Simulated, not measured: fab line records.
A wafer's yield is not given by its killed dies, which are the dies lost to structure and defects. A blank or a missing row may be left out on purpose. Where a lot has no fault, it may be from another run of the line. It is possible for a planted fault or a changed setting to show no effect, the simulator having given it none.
Which of the tools did it? + flow n5Finfet + 24 lots with 72 wafers sampled at 2 steps, on a route of 1938 steps

== WHAT THE GAUGES SHOWED, per wafer ==
N5_BEOL_M6_CD_MEAS_28: target cd 40 nm.
| lot  | measured     | on       | cdNm (nm)         |
|------|--------------|----------|-------------------|
| L074 | day 8 03:58  | cdSem-03 | 39.90 40.12 40.09 |
| L075 | day 8 19:25  | cdSem-01 | 39.94 39.86 39.94 |
| L078 | day 9 02:02  | cdSem-02 | 40.05 40.22 39.56 |
| L077 | day 9 08:21  | cdSem-01 | 39.36 40.00 39.79 |
| L076 | day 9 08:23  | cdSem-01 | 39.86 40.10 39.71 |
| L079 | day 9 10:47  | cdSem-02 | 39.74 39.85 39.91 |
| L080 | day 9 21:16  | cdSem-01 | 40.09 40.49 39.92 |
| L081 | day 10 06:44 | cdSem-02 | 39.95 39.82 39.55 |
| L083 | day 10 10:10 | cdSem-02 | 39.82 40.09 40.02 |
| L082 | day 10 13:40 | cdSem-02 | 39.76 39.76 39.84 |
| L084 | day 10 16:20 | cdSem-01 | 40.14 40.13 40.12 |
| L085 | day 11 13:26 | cdSem-02 | 39.64 39.70 40.28 |
| L086 | day 11 19:49 | cdSem-01 | 40.17 39.91 40.14 |
| L087 | day 11 19:59 | cdSem-02 | 39.95 39.88 40.30 |
| L088 | day 11 21:46 | cdSem-01 | 40.02 40.10 39.70 |
| L089 | day 12 00:07 | cdSem-01 | 39.83 40.05 40.11 |
| L090 | day 12 15:37 | cdSem-01 | 40.10 40.04 40.22 |
| L092 | day 12 22:22 | cdSem-02 | 39.97 40.16 39.86 |
| L091 | day 12 22:38 | cdSem-01 | 39.95 39.86 39.83 |
| L093 | day 13 06:58 | cdSem-02 | 39.99 39.51 39.77 |
| L095 | day 13 21:50 | cdSem-03 | 40.05 40.10 39.96 |
| L094 | day 14 02:23 | cdSem-01 | 39.98 39.85 40.11 |
| L096 | day 14 02:26 | cdSem-02 | 39.91 40.06 39.63 |
| L097 | day 14 19:32 | cdSem-02 | 39.73 39.87 40.24 |

N5_BEOL_M6_OVL_MEAS_29.
| lot  | measured     | on         | V5_OVL (nm)    |
|------|--------------|------------|----------------|
| L074 | day 8 04:00  | overlay-02 | 0.0 -0.3 -0.5  |
| L075 | day 8 19:26  | overlay-02 | 0.4 -0.1 0.8   |
| L078 | day 9 02:04  | overlay-01 | -0.5 0.4 -0.9  |
| L077 | day 9 08:23  | overlay-02 | 0.2 -0.2 -0.4  |
| L076 | day 9 08:25  | overlay-01 | 0.0 0.4 0.8    |
| L079 | day 9 10:50  | overlay-01 | 1.1 0.0 -0.5   |
| L080 | day 9 21:17  | overlay-01 | -1.1 -0.3 -1.6 |
| L081 | day 10 06:46 | overlay-01 | 0.4 1.2 0.1    |
| L083 | day 10 10:12 | overlay-01 | 0.2 -0.1 0.7   |
| L082 | day 10 13:41 | overlay-01 | -0.7 -0.5 -0.9 |
| L084 | day 10 16:22 | overlay-01 | -0.6 0.9 -1.1  |
| L085 | day 11 13:28 | overlay-01 | 1.5 0.3 1.5    |
| L086 | day 11 19:51 | overlay-01 | -0.8 -0.9 0.0  |
| L087 | day 11 20:01 | overlay-01 | 0.0 1.0 -1.1   |
| L088 | day 11 21:48 | overlay-01 | -0.3 0.8 0.9   |
| L089 | day 12 00:09 | overlay-01 | -0.7 -0.6 -0.6 |
| L090 | day 12 15:40 | overlay-02 | 1.4 -0.7 0.3   |
| L092 | day 12 22:24 | overlay-02 | 0.2 -0.1 0.6   |
| L091 | day 12 22:40 | overlay-02 | 0.5 0.9 1.5    |
| L093 | day 13 06:59 | overlay-02 | -0.7 -0.2 -0.4 |
| L095 | day 13 21:52 | overlay-01 | -0.7 1.3 -0.6  |
| L094 | day 14 02:26 | overlay-01 | 0.0 0.7 0.1    |
| L096 | day 14 02:28 | overlay-02 | 0.5 0.4 0.1    |
| L097 | day 14 19:34 | overlay-01 | 0.4 0.3 0.1    |

== EACH LOT AND THE TOOL THAT RAN IT (in order: tool; ch and the chambers of the sampled wafers; start) ==
The record shows no process step preceding these readings.

== AS READ BY THE TOOLS THEMSELVES (means over the sampled wafers that have a number; for cases with no such wafer, the mark the record gives instead) ==
The record holds no such reading with a usual standard deviation.

== THE ANSWER, worked out from the rows above alone ==
Rule: the lots themselves supply what counts as usual. The widest of any qualifying gaps counts: lots, ordered by their means at a reading, are off when they make up no more than a third of the lots, leave a main group of 4 or more, and stand apart from it by 3 or more times the standard deviation of that group's means. Not used: any main group whose means are identical at the precision the tables above print for the reading. A lot without any number at a reading at which 4 lots or more have one is off too. Where the step has rows for the other lots, those lots are counted as sound. The gauges are gone through in route order, then the tools' own readings, and for those a lot's mean is taken as printed above. At the first step where some lot is off, the reading lying furthest off is the one used; lots without a number count as furthest.
No lot is off on any of the readings shown, so nothing can be concluded from this.

== WHAT THE SIMULATOR PUT IN ==
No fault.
